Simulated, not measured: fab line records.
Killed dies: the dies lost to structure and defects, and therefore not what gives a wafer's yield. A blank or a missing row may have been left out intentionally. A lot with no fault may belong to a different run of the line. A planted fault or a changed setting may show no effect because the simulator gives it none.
Chamber matching | flow n5-finfet | N5_BEOL_M13_VIA_ETCH_16 on rie-diel-01 has 4 sister chambers
The step etches SiOC in C4F8/O2/Ar, target depth 921.7 nm. 8 wafers are shown with their chamber, then 8 later ones without.

== EACH WAFER AND ITS CHAMBER ==
wafer  | chamber | showerhead-plenum-p-Torr (Torr) | throttle-valve-pct (%)
L080.5 | 0       | 3.56                            | 24.0
L084.6 | 0       | 3.56                            | 24.0
L087.1 | 3       | 3.49                            | 24.0
L087.4 | 1       | 3.29                            | 24.9
L085.1 | 1       | 3.29                            | 24.8
L085.4 | 3       | 3.49                            | 24.0
L085.6 | 2       | 3.29                            | 23.9
L089.2 | 2       | 3.28                            | 24.0

== WAFERS WITH NO CHAMBER GIVEN ==
wafer  | showerhead-plenum-p-Torr (Torr) | throttle-valve-pct (%)
L089.3 | 3.28                            | 24.8
L089.6 | 3.28                            | 23.9
L093.1 | 3.28                            | 23.9
L093.5 | 3.28                            | 24.9
L093.6 | 3.28                            | 23.9
L095.1 | 3.54                            | 24.0
L095.2 | 3.28                            | 24.9
L095.4 | 3.28                            | 23.9

== CHAMBER TAKEN BY EACH ==
wafer  | from the rows above | in truth
L089.3 | 1                   | 1
L089.6 | 2                   | 2
L093.1 | 2                   | 2
L093.5 | 1                   | 1
L093.6 | 2                   | 2
L095.1 | 0                   | 0
L095.2 | 1                   | 1
L095.4 | 2                   | 2
Correct placement for 8 of the 8. From these rows, 0 cannot be placed. Placed wrongly: 0.
How it was worked out, from the rows above alone: a wafer's distance from a chamber is the root of the sum, over the readings, of the square of ((its reading less the chamber's mean) divided by the reading's scatter). The wafer belongs to the nearest chamber; if the next one is less than 2 further off, it can't be placed. The mean given for a chamber averages the wafers shown for that chamber. The scatter is the square root of a quotient: the sum, over the shown wafers, of each reading's squared deviation from its chamber's mean, divided by wafers minus chambers.
